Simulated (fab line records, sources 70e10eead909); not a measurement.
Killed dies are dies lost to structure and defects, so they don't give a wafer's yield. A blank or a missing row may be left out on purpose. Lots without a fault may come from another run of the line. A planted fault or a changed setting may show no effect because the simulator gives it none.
Chamber matching | flow nand_harc | NHARC_A_WL_FILL_STRIP_29 on rie_diel-13: 4 sister chambers
The step strips in O2, time 20 s. 4 wafers are shown with their chamber, then 8 later ones without.

WAFERS WITH THEIR CHAMBER
wafer  | chamber | drypump_motor_current_A (A)
L082.1 | 0       | 5.6
L082.4 | 2       | 5.8
L082.5 | 1       | 6.5
L086.2 | 3       | 6.1

WAFERS WITHOUT THEIR CHAMBER
wafer  | drypump_motor_current_A (A)
L086.4 | 6.5
L086.6 | 5.7
L091.1 | 6.5
L091.2 | 5.6
L091.3 | 5.7
L095.2 | 6.5
L095.5 | 5.6
L095.6 | 6.1

WHICH CHAMBER EACH WENT THROUGH
wafer  | from the rows above     | in truth
L086.4 | 1                       | 1
L086.6 | can't be placed: 2 or 0 | 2
L091.1 | 1                       | 1
L091.2 | 0                       | 0
L091.3 | can't be placed: 2 or 0 | 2
L095.2 | 1                       | 1
L095.5 | 0                       | 0
L095.6 | 3                       | 3
Placed correctly: 6 of 8. Can't be placed from these rows: 2 (the true chamber is among the candidates in 2). Placed wrongly: 0.
How it was worked out, from the rows above alone: a wafer's distance from a chamber is the root of the sum, over the readings, of the square of ((its reading less the chamber's mean) divided by the reading's scatter). The wafer belongs to the nearest chamber; if the next one is less than 2 further off, it can't be placed. A chamber's mean is the mean of its shown wafers. The scatter: with one shown wafer a chamber, the root of the mean of the squares of how far each hidden wafer lies from its nearest shown one.
